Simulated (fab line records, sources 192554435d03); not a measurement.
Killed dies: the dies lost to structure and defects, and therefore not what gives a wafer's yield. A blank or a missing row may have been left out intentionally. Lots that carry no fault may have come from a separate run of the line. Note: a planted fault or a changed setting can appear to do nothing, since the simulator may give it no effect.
Split-lot experiment :: flow n5 finfet :: 21 wafers read across 7 lots, on a route 1938 steps long

== ABOUT THE SPLIT ==
At N5_BEOL_M3_COAT_62 (time 60 s, resist thk 12 nm), the setting spin rpm was moved away from the recipe's 1500 rpm on 7 of the 21 wafers read, by -10.4% to +7.9%. This setting was run at the recipe's value on the other wafers.

== FROM THE SPLIT TO THE READING: what the file shows between them, 5 steps ==
- N5_BEOL_M3_EXPOSE_08: exposes mask M3 (also split here: dose mj)
- N5_BEOL_M3_PEB_09: peb time 60 s
- N5_BEOL_M3_DEVELOP_10: develop time 30 s
- N5_BEOL_M3_DESCUM_16: chemistry O2, time 7 s
- N5_BEOL_M3_ETCH_74: etches underlayer in N2/H2, target depth 6.5 nm, time 5.2 s

== THE READING ==
CAR-EUV_of_BEOL_M3_COAT_05.thk nm (the simulator's own value, which no gauge read), in nm, at N5_BEOL_M3_ETCH_63 (etches SiARC in CF4, target depth 15.6 nm, time 26 s). No usual value for it is given in the file. Average 11.1 nm, standard deviation 0.12 nm, over the 14 wafers here run with the recipe.

wafer: L078.2
tool, chamber at the split: litho track-02, 0
spin rpm as run, rpm: 1500
against the recipe: recipe
CAR-EUV_of_BEOL_M3_COAT_05.thk nm, nm: 11.2
against lot-mates on the recipe: -

wafer: L078.4
tool, chamber at the split: litho track-02, 0
spin rpm as run, rpm: 1500
against the recipe: recipe
CAR-EUV_of_BEOL_M3_COAT_05.thk nm, nm: 11.4
against lot-mates on the recipe: -

wafer: L078.5
tool, chamber at the split: litho track-02, 0
spin rpm as run, rpm: 1500
against the recipe: recipe
CAR-EUV_of_BEOL_M3_COAT_05.thk nm, nm: 11.2
against lot-mates on the recipe: -

wafer: L080.2
tool, chamber at the split: litho track-02, 0
spin rpm as run, rpm: 1500
against the recipe: recipe
CAR-EUV_of_BEOL_M3_COAT_05.thk nm, nm: 11.2
against lot-mates on the recipe: -

wafer: L080.3
tool, chamber at the split: litho track-02, 0
spin rpm as run, rpm: 1500
against the recipe: recipe
CAR-EUV_of_BEOL_M3_COAT_05.thk nm, nm: 11
against lot-mates on the recipe: -

wafer: L080.6
tool, chamber at the split: litho track-02, 0
spin rpm as run, rpm: 1500
against the recipe: recipe
CAR-EUV_of_BEOL_M3_COAT_05.thk nm, nm: 11
against lot-mates on the recipe: -

wafer: L083.2
tool, chamber at the split: litho track-02, 0
spin rpm as run, rpm: 1344
against the recipe: -10.4%
CAR-EUV_of_BEOL_M3_COAT_05.thk nm, nm: 10.6
against lot-mates on the recipe: -0.6

wafer: L083.4
tool, chamber at the split: litho track-02, 0
spin rpm as run, rpm: 1500
against the recipe: recipe
CAR-EUV_of_BEOL_M3_COAT_05.thk nm, nm: 11.2
against lot-mates on the recipe: -

wafer: L083.5
tool, chamber at the split: litho track-02, 0
spin rpm as run, rpm: 1344
against the recipe: -10.4%
CAR-EUV_of_BEOL_M3_COAT_05.thk nm, nm: 10.6
against lot-mates on the recipe: -0.6

wafer: L085.1
tool, chamber at the split: litho track-04, 0
spin rpm as run, rpm: 1500
against the recipe: recipe
CAR-EUV_of_BEOL_M3_COAT_05.thk nm, nm: 11.2
against lot-mates on the recipe: -

wafer: L085.4
tool, chamber at the split: litho track-04, 0
spin rpm as run, rpm: 1389
against the recipe: -7.4%
CAR-EUV_of_BEOL_M3_COAT_05.thk nm, nm: 10.6
against lot-mates on the recipe: -0.6

wafer: L085.6
tool, chamber at the split: litho track-04, 0
spin rpm as run, rpm: 1389
against the recipe: -7.4%
CAR-EUV_of_BEOL_M3_COAT_05.thk nm, nm: 10.8
against lot-mates on the recipe: -0.4

wafer: L086.4
tool, chamber at the split: litho track-02, 0
spin rpm as run, rpm: 1557
against the recipe: +3.8%
CAR-EUV_of_BEOL_M3_COAT_05.thk nm, nm: 11.2
against lot-mates on the recipe: +0.0

wafer: L086.5
tool, chamber at the split: litho track-02, 0
spin rpm as run, rpm: 1500
against the recipe: recipe
CAR-EUV_of_BEOL_M3_COAT_05.thk nm, nm: 11.2
against lot-mates on the recipe: -

wafer: L086.6
tool, chamber at the split: litho track-02, 0
spin rpm as run, rpm: 1557
against the recipe: +3.8%
CAR-EUV_of_BEOL_M3_COAT_05.thk nm, nm: 11.2
against lot-mates on the recipe: +0.0

wafer: L091.3
tool, chamber at the split: litho track-02, 0
spin rpm as run, rpm: 1500
against the recipe: recipe
CAR-EUV_of_BEOL_M3_COAT_05.thk nm, nm: 11.2
against lot-mates on the recipe: -

wafer: L091.4
tool, chamber at the split: litho track-02, 0
spin rpm as run, rpm: 1618
against the recipe: +7.9%
CAR-EUV_of_BEOL_M3_COAT_05.thk nm, nm: 11.6
against lot-mates on the recipe: +0.4

wafer: L091.6
tool, chamber at the split: litho track-02, 0
spin rpm as run, rpm: 1500
against the recipe: recipe
CAR-EUV_of_BEOL_M3_COAT_05.thk nm, nm: 11.2
against lot-mates on the recipe: -

wafer: L095.1
tool, chamber at the split: litho track-03, 0
spin rpm as run, rpm: 1500
against the recipe: recipe
CAR-EUV_of_BEOL_M3_COAT_05.thk nm, nm: 11
against lot-mates on the recipe: -

wafer: L095.2
tool, chamber at the split: litho track-03, 0
spin rpm as run, rpm: 1500
against the recipe: recipe
CAR-EUV_of_BEOL_M3_COAT_05.thk nm, nm: 11
against lot-mates on the recipe: -

wafer: L095.3
tool, chamber at the split: litho track-03, 0
spin rpm as run, rpm: 1500
against the recipe: recipe
CAR-EUV_of_BEOL_M3_COAT_05.thk nm, nm: 11
against lot-mates on the recipe: -

FIT RESULTS
A straight line over all 21 wafers: CAR-EUV_of_BEOL_M3_COAT_05.thk nm changes by +0.0517 nm for each +1% of spin rpm; r = +0.90; the points scatter about the line by 0.12 nm.
The same after taking each lot's own level away (the mean of its wafers on the recipe; 21 wafers): +0.0536 nm for each +1%; r = +0.94; scatter 0.091 nm.
Per that fit: largest spin rpm move, reading shift of 0.56 nm.
Measured against the standard deviation above, the lots' own levels, which go from 11.00 to 11.27 nm, span 2.3 times it.
Hence the lot-to-lot level has little effect on the slope; both slopes agree.
Check: -0.589 nm against its lot-mates is what the line predicts for one of the wafers moved furthest among these (-10.4%) when that wafer is left out of the fit. Against them it came out at -0.6 nm.

== OTHER SPLITS APPLIED TO THESE WAFERS ==
Other splits were also applied to these wafers ahead of the reading. Each is held against what the fit with the lots' levels taken away leaves over:
other split on the same wafers: N5_BEOL_M1_EXPOSE_08 dose mj
wafers away from the commonest value: 6
r with CAR-EUV_of_BEOL_M3_COAT_05.thk nm (lot level and that fit taken away): -0.02

other split on the same wafers: N5_BEOL_M1_ETCH_64 source w
wafers away from the commonest value: 10
r with CAR-EUV_of_BEOL_M3_COAT_05.thk nm (lot level and that fit taken away): -0.18

other split on the same wafers: N5_BEOL_M3_EXPOSE_08 dose mj
wafers away from the commonest value: 6
r with CAR-EUV_of_BEOL_M3_COAT_05.thk nm (lot level and that fit taken away): -0.52

== THE WHOLE CHAIN: every reading that the file lists as answering this split, in the file's order ==
step: N5_BEOL_M3_COAT_62
what it does: time 60 s, resist thk 12 nm
reading: SiARC_of_BEOL_M3_COAT_62.thk nm (the simulator's own value, which no gauge read)
change (the file's fit): -0.0548 nm for each +1% of the setting
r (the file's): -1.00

step: N5_BEOL_M3_ETCH_63
what it does: etches SiARC in CF4, target depth 15.6 nm, time 26 s
reading: etch.depth nm (the simulator's own value, which no gauge read)
change (the file's fit): -0.0637 nm for each +1% of the setting
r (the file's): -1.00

step: N5_BEOL_M3_ETCH_63
what it does: etches SiARC in CF4, target depth 15.6 nm, time 26 s
reading: CAR-EUV_of_BEOL_M3_COAT_05.thk nm (the simulator's own value, which no gauge read)
change (the file's fit): +0.0547 nm for each +1% of the setting
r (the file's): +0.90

== THE FILE'S OWN FIT ==
CAR-EUV_of_BEOL_M3_COAT_05.thk nm changes by +0.0547 nm for each +1% of spin rpm, r = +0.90.
